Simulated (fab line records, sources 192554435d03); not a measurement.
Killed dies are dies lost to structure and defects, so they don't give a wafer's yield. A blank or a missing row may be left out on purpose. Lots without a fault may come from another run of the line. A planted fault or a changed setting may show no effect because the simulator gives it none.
fab line records | flow n5_finfet
record lots=7 wafers=39
route steps=1938 shown DUMMY_GATE@246 SD_EPI_N@288 SD_EPI_P@308 SD_ACTIVATION@330 HKMG_FIN@435
start_h: hours from the record's first day to the start of the lot's first wafer shown | wait_h: hours since the lot's step before | " the same as in the row above | L1.1+2: a row that stands for several wafers | - no value, or no start given | * or withheld: withheld | < > ~ a bound
route shown NAME@n: a module of which the file shows steps, and the number in the route of the first | usual: mean/standard deviation of fault-free wafers | same: alike in all rows | chamber/n: place in a boat | sites: the reading at each site | _std_site: their standard deviation | _edge_site: outer sites' mean less inner sites' | radius_mm: how far each site lies from the wafer's centre | mask NAME#n: copy n | behind: the tool/chamber that last shaped the wafer | hold: why the lot was held/for how many hours/how that ended | device: the transistor (n, p or np) that didn't switch | end of line: the same wafers' tests at the end of the route | a step without rows: its recipe alone | killed: dies lost to structure and defects at the first sort, not the wafer's yield | map: a wafer's dies, x killed, . not, _ none there
set.NAME: the setting as run; set.NAME@STEP: as run at that earlier step | model.NAME: the simulator's own value behind a step, which no gauge read
lots whose settings were changed on purpose; a table a step, a row a wafer
## steps
# step N5_DUMMY_GATE_ETCH_32
# recipe chemistry=CF4 target=SiO2 target_depth_a=35 time_s=3.9 ion_energy_ev=350 pressure_mtorr=10 icp_w=800 bias_w=400 cf4_flow_sccm=80
# columns lot.wafer tool chamber start_h wait_h set.time_s model.etch.depth_nm
L078.1 rie_si-05 3 72.17 0.1 3.465 3.184
L078.2 " 0 " " 3.465 3.09
L078.3 " 2 " " 3.9 3.481
L078.4 " 1 " " 3.465 3.016
L078.5 " 1 " " 3.9 3.391
L078.6 " 2 " " 3.9 3.474
L079.1 rie_si-06 1 76.27 0.1 3.9 3.438
L079.2 " 0 " " 4.747 4.19
L079.3 " 2 " " 3.9 3.547
L079.4 " 3 " " 4.747 4.218
L079.5 " 1 " " 4.747 4.21
L079.6 " 0 " " 3.9 3.412
L081.1 rie_si-02 0 88.43 0.1 3.9 3.434
L081.2 " 1 " " 3.9 3.44
L081.3 " 0 " " 3.9 3.438
L082.1 rie_si-02 0 100.33 0.1 4.469 3.979
L082.2 " 1 " " 3.9 3.426
L082.3 " 3 " " 3.9 3.521
L082.4 " 2 " " 3.9 3.471
L082.5 " 2 " " 4.469 4.017
L082.6 " 3 " " 4.469 4.005
L090.1 rie_si-02 0 145.47 0.1 3.9 3.432
L090.2 " 2 " " 3.9 3.484
L090.3 " 3 " " 3.9 3.467
L090.4 " 1 " " 3.9 3.413
L090.5 " 2 " " 3.9 3.527
L090.6 " 1 " " 3.9 3.45
L094.1 rie_si-06 2 168.37 0.1 4.134 3.748
L094.2 " 1 " " 3.9 3.468
L094.3 " 3 " " 3.9 3.411
L094.4 " 0 " " 4.134 3.622
L094.5 " 2 " " 3.9 3.529
L094.6 " 3 " " 4.134 3.639
L096.1 rie_si-05 3 182.23 0.1 4.796 4.456
L096.2 " 0 " " 3.9 3.497
L096.3 " 2 " " 4.796 4.249
L096.4 " 1 " " 3.9 3.386
L096.5 " 3 " " 3.9 3.555
L096.6 " 0 " " 4.796 4.31
# step N5_SD_EPI_N_EPI_21
# recipe material=Si:P dopant=P temp_c=680 pressure_torr=255 time_s=690
# columns lot.wafer tool chamber start_h wait_h set.epi_growth_time_s model.Si-P_of_SD_EPI_N_EPI_21.thk_nm
L078.1 epi_rpcvd-01 0 77.04 0.2 690 59.2
L078.2 " 0 " " 732.9 62.2
L078.3+4 " 0 " " 690 59.6
L078.5+6 " 0 " " 732.9 62.6
L079.1 epi_rpcvd-04 0 79.71 0.1 690 60.8
L079.2 " 0 " " 664 58.2
L079.3 " 0 " " 690 59.6
L079.4 " 0 " " 690 60
L079.5 " 0 " " 664 58.4
L079.6 " 0 " " 664 58
L081.1 epi_rpcvd-03 0 91.65 0.1 690 59.2
L081.2+3 " 0 " " 690 59
L082.1 epi_rpcvd-03 0 105.31 0.1 690 58.6
L082.2 " 0 " " 690 58.2
L082.3+4 " 0 " " 622.6 54.6
L082.5 " 0 " " 622.6 55
L082.6 " 0 " " 690 59
L090.1 epi_rpcvd-01 0 149.22 0.2 690 59.4
L090.2 " 0 " " 690 59.8
L090.3 " 0 " " 629.7 56
L090.4 " 0 " " 690 59.2
L090.5 " 0 " " 629.7 56.4
L090.6 " 0 " " 629.7 55.8
L094.1 epi_rpcvd-03 0 171.50 0.1 661.1 57
L094.2 " 0 " " 690 58.4
L094.3+4 " 0 " " 661.1 57.4
L094.5 " 0 " " 690 59.2
L094.6 " 0 " " 690 59.6
L096.1 epi_rpcvd-01 0 185.65 0.2 690 59.4
L096.2+6 " 0 " " 690 59.2
L096.3 " 0 " " 690 59
L096.4 " 0 " " 690 58.8
L096.5 " 0 " " 690 59.6
# step N5_SD_EPI_N_PRECLEAN_24
# recipe chemistry=O3/DIW time_s=60 temp_c=22 o3_ppm=10
# columns lot.wafer tool chamber start_h wait_h set.epi_growth_time_s@SD_EPI_N_EPI_21 model.Si-P_of_SD_EPI_N_EPI_21.thk_nm
L078.1 wet_bench-03 7 79.35 0.0 690 58.8
L078.2 " 5 " " 732.9 61.8
L078.3+4 " 4,0 " " 690 59.2
L078.5 " 1 " " 732.9 62.2
L078.6 " 6 " " 732.9 62
L079.1 wet_bench-01 2 81.47 0.0 690 60.4
L079.2 " 0 " " 664 57.8
L079.3 " 1 " " 690 59.2
L079.4 " 6 " " 690 59.6
L079.5 " 3 " " 664 58
L079.6 " 7 " " 664 57.6
L081.1 wet_bench-03 1 93.42 0.0 690 58.8
L081.2+3 " 2,6 " " 690 58.6
L082.1 wet_bench-04 0 107.09 0.1 690 58.2
L082.2 " 1 " " 690 57.8
L082.3+4 " 5,6 " " 622.6 54.2
L082.5 " 7 " " 622.6 54.6
L082.6 " 2 " " 690 58.6
L090.1 wet_bench-04 6 151.54 0.0 690 59
L090.2 " 5 " " 690 59.4
L090.3 " 7 " " 629.7 55.6
L090.4 " 2 " " 690 58.8
L090.5 " 4 " " 629.7 56
L090.6 " 3 " " 629.7 55.4
L094.1 wet_bench-03 0 173.25 0.0 661.1 56.6
L094.2 " 3 " " 690 58
L094.3+4 " 2,1 " " 661.1 57
L094.5 " 5 " " 690 58.8
L094.6 " 4 " " 690 59.2
L096.1 wet_bench-01 4 187.97 0.0 690 59
L096.2+6 " 7,5 " " 690 58.8
L096.3 " 3 " " 690 58.6
L096.4 " 0 " " 690 58.4
L096.5 " 6 " " 690 59.2
# step N5_SD_EPI_P_ETCH_37
# recipe chemistry=N2/H2 target=SOC overetch_a=1080 mask_material=SiARC temp_c=40 ion_energy_ev=100 source_w=3000 bias_w=133 pressure_mtorr=20 time_s=486 n2_flow_sccm=200 h2_flow_sccm=200 ends=end_point
# usual rf_vpp_V=240.6/1.2
# columns lot.wafer tool chamber start_h wait_h set.source_w rf_vpp_V model.SD_EPI_P.cd_nm model.SiARC_of_SD_EPI_P_COAT_35.thk_nm
L078.1 rie_diel-03 2 80.51 0.0 3000 239.7 238.2 19.8
L078.2 " 1 " " 3232 236.8 240 18.8
L078.3 " 3 " " 3232 234.3 239.2 18.6
L078.4 " 3 " " 3232 234.2 239.6 18.6
L078.5 " 1 " " 3000 243.5 237.8 20
L078.6 " 2 " " 3000 239.5 238.2 19.8
L079.1 rie_diel-03 3 82.60 0.0 3461 229.3 241.6 18
L079.2 " 1 " " 3461 228.2 241.2 18.4
L079.3 " 2 " " 3000 239.8 238.8 20
L079.4 " 1 " " 3461 230.3 242.6 18.4
L079.5 " 3 " " 3000 239.9 238.4 19.8
L079.6 " 2 " " 3000 240.5 239 20.2
L081.1 rie_diel-01 1 94.75 0.0 3000 239.9 240.8 20.2
L081.2 " 2 " " 3000 240.5 239.6 20.2
L081.3 " 3 " " 3000 240.0 240.4 20
L082.1 rie_diel-03 0 108.23 0.0 2500 256.4 238.6 22.6
L082.2 " 1 " " 3000 241.2 240.4 20
L082.3 " 3 " " 2500 255.8 239.4 21.6
L082.4 " 2 " " 3000 238.6 239.8 20.2
L082.5 " 1 " " 3000 242.8 241.4 20.2
L082.6 " 0 " " 2500 256.3 239 22.6
L090.1 rie_diel-01 3 152.63 0.0 3557 225.8 242.4 17.6
L090.2 " 0 " " 3000 240.6 239.8 19.2
L090.3 " 2 " " 3000 240.1 239.4 20
L090.4 " 1 " " 3557 225.5 242.8 18
L090.5 " 0 " " 3557 227.9 242.4 17.2
L090.6 " 1 " " 3000 237.8 240.6 20
L094.1 rie_diel-03 0 175.44 0.0 2742 248.7 241 21.6
L094.2 " 2 " " 2742 247.9 240 20.8
L094.3 " 3 " " 3000 240.9 242 19.6
L094.4 " 1 " " 3000 239.6 243.4 19.6
L094.5 " 0 " " 2742 248.7 240.6 21.6
L094.6 " 3 " " 3000 240.4 242.2 19.6
L096.1 rie_diel-01 1 189.55 0.0 2716 249.9 237.2 21.6
L096.2 " 2 " " 3000 240.6 238.6 20.2
L096.3 " 3 " " 3000 239.9 240 20.2
L096.4 " 0 " " 2716 249.8 238 20.6
L096.5 " 3 " " 2716 247.5 238 21.4
L096.6 " 0 " " 3000 239.9 239.6 19.4
# step N5_SD_EPI_P_STRIP_38
# recipe chemistry=N2/H2 temp_c=40 n2_flow_sccm=200 h2_flow_sccm=200 rf_frequency_hz=6e+07
# step N5_SD_EPI_P_ETCHBACK_46
# recipe chemistry=CH3F/O2 mode=anisotropic_etchback target=SiNx target_depth_a=175 stop_on=SiO2 over_etch_frac=0.3 ion_energy_ev=120 pressure_mtorr=30 source_w=395 bias_w=73 Ar_flow_sccm=150 CH3F_flow_sccm=30 O2_flow_sccm=20
# step N5_SD_ACTIVATION_RTA_00
# recipe temp_c=975 time_s=0 ambient=N2 idle_temp_c=600 ramp_up_c_per_s=150 ramp_down_c_per_s=60 cool_to_c=600
# step N5_SD_ACTIVATION_LSA_01
# recipe temp_c=1080 time_s=0.0008 ambient=N2
# step N5_SD_ACTIVATION_RS_MEAS_03
# recipe thk_meas_gauge=four-point-probe
# usual RS_SD_N=21.86/0.25 RS_SD_P=56.4/0.96
# columns lot.wafer tool chamber start_h wait_h set.epi_growth_time_s@SD_EPI_N_EPI_21 RS_SD_N[ohm/sq] RS_SD_P[ohm/sq]
L078.1 film_metro-02 - 84.72 0.2 690 21.80 56.6
L078.2 " - " " 732.9 20.76 56.0
L078.3 " - " " 690 21.67 56.5
L078.4 " - " " 690 21.72 55.2
L078.5 " - " " 732.9 20.73 55.8
L078.6 " - " " 732.9 20.60 55.4
L079.1 film_metro-02 - 87.55 0.2 690 21.29 56.5
L079.2 " - " " 664 22.16 56.8
L079.3 " - " " 690 21.77 56.8
L079.4 " - " " 690 21.51 55.7
L079.5 " - " " 664 22.18 56.6
L079.6 " - " " 664 22.27 56.9
L081.1 film_metro-01 - 100.13 0.2 690 21.89 56.0
L081.2 " - " " 690 21.85 56.2
L081.3 " - " " 690 21.66 55.9
L082.1 film_metro-01 - 112.41 0.2 690 21.78 56.0
L082.2 " - " " 690 22.14 56.8
L082.3 " - " " 622.6 23.71 55.8
L082.4 " - " " 622.6 23.69 56.2
L082.5 " - " " 622.6 23.53 55.4
L082.6 " - " " 690 21.77 56.7
L090.1 film_metro-01 - 156.79 0.2 690 21.81 56.7
L090.2 " - " " 690 21.63 56.0
L090.3 " - " " 629.7 23.11 55.0
L090.4 " - " " 690 21.98 56.2
L090.5 " - " " 629.7 22.89 56.1
L090.6 " - " " 629.7 22.92 55.7
L094.1 film_metro-01 - 179.50 0.2 661.1 22.67 56.5
L094.2 " - " " 690 22.18 56.8
L094.3 " - " " 661.1 22.53 56.5
L094.4 " - " " 661.1 22.55 57.6
L094.5 " - " " 690 22.03 56.8
L094.6 " - " " 690 21.50 57.2
L096.1 film_metro-02 - 194.44 0.2 690 21.63 57.6
L096.2 " - " " 690 21.86 57.3
L096.3 " - " " 690 22.03 57.1
L096.4 " - " " 690 22.05 57.0
L096.5 " - " " 690 21.88 57.0
L096.6 " - " " 690 22.00 57.1
# step N5_HKMG_FIN_ETCH_32
# recipe chemistry=N2/H2 target=SOC target_depth_a=2400 temp_c=40 time_s=300 ion_energy_ev=200 mask_material=SiARC pressure_mtorr=30 source_w=840 bias_w=150 n2_flow_sccm=200 h2_flow_sccm=200
# usual rf_vpp_V=524.0/2.2
# columns lot.wafer tool chamber start_h wait_h set.source_w rf_vpp_V
L078.1 rie_diel-02 0 102.51 0.0 840 525.1
L078.2 " 3 " " 840 523.4
L078.3 " 2 " " 840 525.1
L078.4 " 1 " " 840 526.9
L078.5 " 2 " " 840 525.1
L078.6 " 1 " " 840 525.9
L079.1 rie_diel-06 0 104.96 0.0 840 521.0
L079.2 " 1 " " 767.2 536.7
L079.3 " 3 " " 767.2 537.3
L079.4 " 2 " " 840 526.2
L079.5 " 3 " " 840 519.9
L079.6 " 2 " " 767.2 541.9
L081.1 rie_diel-06 3 117.01 0.0 840 521.9
L081.2 " 1 " " 840 520.3
L081.3 " 0 " " 840 522.2
L082.1 rie_diel-02 0 128.87 0.0 970.2 498.5
L082.2 " 1 " " 970.2 503.5
L082.3 " 2 " " 840 524.2
L082.4 " 3 " " 840 523.9
L082.5 " 2 " " 970.2 501.6
L082.6 " 3 " " 840 523.0
L090.1 rie_diel-05 2 173.86 0.0 753.2 542.3
L090.2 " 3 " " 753.2 541.7
L090.3 " 1 " " 840 523.3
L090.4 " 2 " " 840 522.8
L090.5 " 1 " " 840 525.3
L090.6 " 3 " " 753.2 542.9
L094.1 rie_diel-02 0 196.68 0.0 840 523.2
L094.2 " 3 " " 840 522.3
L094.3 " 1 " " 840 527.2
L094.4 " 2 " " 840 523.9
L094.5 " 2 " " 840 524.3
L094.6 " 1 " " 840 527.8
L096.1 rie_diel-05 1 210.61 0.0 840 525.5
L096.2 " 2 " " 790.8 533.6
L096.3 " 0 " " 790.8 535.0
L096.4 " 3 " " 790.8 534.6
L096.5 " 1 " " 840 525.3
L096.6 " 0 " " 840 525.1
## key
split step=N5_DUMMY_GATE_ETCH_32 setting=time_s stated=3.9 by=wafer
response step=N5_DUMMY_GATE_ETCH_32 reading=model.etch.depth_nm change=+0.0354 per=1% r=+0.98
split step=N5_SD_EPI_N_EPI_21 setting=epi_growth_time_s stated=690 by=wafer
response step=N5_SD_EPI_N_EPI_21 reading=model.Si-P_of_SD_EPI_N_EPI_21.thk_nm change=+0.417 per=1% r=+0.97
response step=N5_SD_EPI_N_PRECLEAN_24 reading=model.Si-P_of_SD_EPI_N_EPI_21.thk_nm change=+0.415 per=1% r=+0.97
response step=N5_SD_ACTIVATION_RS_MEAS_03 reading=RS_SD_N change=-0.161 per=1% r=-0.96
split step=N5_SD_EPI_P_ETCH_37 setting=source_w stated=3000 by=wafer
response step=N5_SD_EPI_P_ETCH_37 reading=rf_vpp_V change=-0.798 per=1% r=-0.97
response step=N5_SD_EPI_P_ETCH_37 reading=model.SD_EPI_P.cd_nm change=+0.153 per=1% r=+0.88
response step=N5_SD_EPI_P_ETCH_37 reading=model.SiARC_of_SD_EPI_P_COAT_35.thk_nm change=-0.128 per=1% r=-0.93
split step=N5_HKMG_FIN_ETCH_32 setting=source_w stated=840 by=wafer
response step=N5_HKMG_FIN_ETCH_32 reading=rf_vpp_V change=-1.61 per=1% r=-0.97
